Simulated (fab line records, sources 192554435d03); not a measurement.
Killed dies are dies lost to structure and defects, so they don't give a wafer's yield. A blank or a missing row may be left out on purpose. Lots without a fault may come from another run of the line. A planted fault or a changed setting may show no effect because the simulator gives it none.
Chamber matching | flow n5_finfet | N5_ZERO_LAYER_ETCH_17 on rie_diel-06: 4 sister chambers
The step etches SiO2 in CF4, target depth 12 nm, time 13.3 s. 4 wafers are shown with their chamber, then 7 later ones without.

WAFERS WITH THEIR CHAMBER
wafer  | chamber | showerhead_plenum_p_Torr (Torr)
L077.5 | 1       | 2.13
L078.3 | 2       | 2.24
L078.5 | 0       | 2.09
L079.4 | 3       | 2.23

WAFERS WITHOUT THEIR CHAMBER
wafer  | showerhead_plenum_p_Torr (Torr)
L079.6 | 2.09
L088.2 | 2.09
L088.3 | 2.24
L088.5 | 2.24
L090.4 | 2.22
L090.5 | 2.24
L090.6 | 2.22

WHICH CHAMBER EACH WENT THROUGH
wafer  | from the rows above     | in truth
L079.6 | 0                       | 0
L088.2 | 0                       | 0
L088.3 | can't be placed: 2 or 3 | 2
L088.5 | can't be placed: 2 or 3 | 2
L090.4 | can't be placed: 3 or 2 | 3
L090.5 | can't be placed: 2 or 3 | 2
L090.6 | can't be placed: 3 or 2 | 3
Placed correctly: 2 of 7. Can't be placed from these rows: 5 (the true chamber is among the candidates in 5). Placed wrongly: 0.
How it was worked out, from the rows above alone: a wafer's distance from a chamber is the root of the sum, over the readings, of the square of ((its reading less the chamber's mean) divided by the reading's scatter). The wafer belongs to the nearest chamber; if the next one is less than 2 further off, it can't be placed. A chamber's mean is the mean of its shown wafers. The scatter: with one shown wafer a chamber, the root of the mean of the squares of how far each hidden wafer lies from its nearest shown one.
